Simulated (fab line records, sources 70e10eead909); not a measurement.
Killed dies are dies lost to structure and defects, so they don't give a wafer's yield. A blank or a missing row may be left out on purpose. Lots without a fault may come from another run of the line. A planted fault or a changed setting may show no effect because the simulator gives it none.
Chamber matching | flow nand_harc | NHARC_P_BONDPAD_ETCH_37 on rie_diel-09: 4 sister chambers
The step etches the open film in N2/H2, target depth 60 nm, overetch 18 nm, time 65.91 s. 16 wafers are shown with their chamber, then 8 later ones without.

WAFERS WITH THEIR CHAMBER
wafer  | chamber | drypump_motor_current_A (A) | oes_product_au (a.u.) | rf_vpp_V (V)
L446.1 | 0       | 5.7                         | 1.004                 | 428.4
L446.3 | 1       | 5.0                         | 1.000                 | 429.0
L446.6 | 3       | 6.5                         | 1.000                 | 427.2
L448.2 | 1       | 5.0                         | 1.006                 | 430.3
L448.5 | 3       | 6.5                         | 0.991                 | 427.6
L448.6 | 2       | 5.1                         | 1.001                 | 427.9
L449.1 | 1       | 5.1                         | 1.003                 | 431.9
L449.4 | 2       | 5.1                         | 1.006                 | 426.9
L449.5 | 2       | 5.1                         | 1.009                 | 428.7
L450.2 | 2       | 5.1                         | 1.010                 | 427.6
L450.5 | 1       | 5.1                         | 0.998                 | 428.9
L450.6 | 2       | 5.1                         | 1.006                 | 428.7
L452.1 | 0       | 5.7                         | 1.001                 | 427.7
L452.2 | 2       | 5.1                         | 1.008                 | 427.2
L452.6 | 0       | 5.7                         | 1.002                 | 428.2
L453.3 | 3       | 6.5                         | 0.990                 | 427.9

SIGNATURES (means of the wafers above)
reading                 | chamber 0 | chamber 1 | chamber 2 | chamber 3 | scatter within a chamber
drypump_motor_current_A | 5.700     | 5.050     | 5.100     | 6.500     | 0.0289
oes_product_au          | 1.00233   | 1.00175   | 1.00667   | 0.99367   | 0.00358
rf_vpp_V                | 428.100   | 430.025   | 427.833   | 427.567   | 0.878
Rule: a wafer's distance from a chamber is the root of the sum, over the readings, of the square of ((its reading less the chamber's mean) divided by the reading's scatter). The wafer belongs to the nearest chamber; if the next one is less than 2 further off, it can't be placed. The scatter: the root of (the sum of the squares of (reading less its chamber's mean) over the shown wafers, divided by (wafers less chambers)).

WAFERS WITHOUT THEIR CHAMBER
wafer  | drypump_motor_current_A (A) | oes_product_au (a.u.) | rf_vpp_V (V)
L453.4 | 5.1                         | 1.002                 | 426.4
L453.5 | 6.5                         | 0.994                 | 427.3
L454.1 | 6.4                         | 0.989                 | 426.8
L454.5 | 5.1                         | 1.000                 | 429.9
L454.6 | 5.7                         | 0.992                 | 429.0
L455.2 | 6.5                         | 1.001                 | 427.6
L455.3 | 5.1                         | 1.007                 | 427.9
L455.4 | 5.0                         | 1.009                 | 428.4

WHICH CHAMBER EACH WENT THROUGH
wafer  | from the rows above     | in truth
L453.4 | 2                       | 2
L453.5 | 3                       | 3
L454.1 | 3                       | 3
L454.5 | can't be placed: 1 or 2 | 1
L454.6 | 0                       | 0
L455.2 | 3                       | 3
L455.3 | 2                       | 2
L455.4 | can't be placed: 1 or 2 | 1
Placed correctly: 6 of 8. Can't be placed from these rows: 2 (the true chamber is among the candidates in 2). Placed wrongly: 0.
